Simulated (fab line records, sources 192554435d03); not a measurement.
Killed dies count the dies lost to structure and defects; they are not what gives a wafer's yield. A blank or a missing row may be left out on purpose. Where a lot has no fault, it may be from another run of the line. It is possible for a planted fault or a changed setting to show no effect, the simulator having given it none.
Which tool was responsible?    flow n5Finfet    7 lots, 21 wafers sampled, at 2 steps of a route of 1938

WHAT THE GAUGES SHOWED, per wafer
N5_BEOL_M14_THK_MEAS_50: measures by xrf.
lot   measured      on            M14_THK (nm)
L870  day 13 13:44  filmMetro-02  568 562 567
L876  day 14 08:13  filmMetro-02  561 557 565
L881  day 15 18:17  filmMetro-02  571 571 580
L885  day 17 04:17  filmMetro-01  564 568 561
L888  day 17 09:57  filmMetro-01  562 559 583
L890  day 18 13:42  filmMetro-02  565 563 568
L892  day 19 12:27  filmMetro-02  581 577 557

WHAT TOOL EACH LOT RAN ON (gives the tool, then ch and the chambers of the sampled wafers, and finally the start)
lot   N5_BEOL_M14_SPUTTER_45
L870  pvdSputter-03, day 13 12:49
L876  pvdSputter-03, day 14 07:18
L881  pvdSputter-01, day 15 16:16
L885  pvdSputter-01, day 17 03:23
L888  pvdSputter-01, day 17 08:47
L890  pvdSputter-01, day 18 12:48
L892  pvdSputter-03, day 19 11:34
- N5_BEOL_M14_SPUTTER_45: material Cu, target thk 100 nm, time 16.67 s.

THE ANSWER, worked out from the rows above alone
Rule: what is usual is taken from the lots themselves. Put in order of their means at a reading, lots are off if they are a third of the lots or fewer, leave a main group of 4 or more, and stand apart from it by a gap of 3 or more times the standard deviation of the main group's means; of several such gaps the widest counts. A main group whose means are all the same, to the digits that the tables above print for the reading, isn't used. A lot without any number at a reading at which 4 lots or more have one is off too. Where the step has rows for the other lots, those lots are counted as sound.
Nothing can be told from this: no lot is off at any reading shown.

WHAT THE SIMULATOR HAD PUT IN
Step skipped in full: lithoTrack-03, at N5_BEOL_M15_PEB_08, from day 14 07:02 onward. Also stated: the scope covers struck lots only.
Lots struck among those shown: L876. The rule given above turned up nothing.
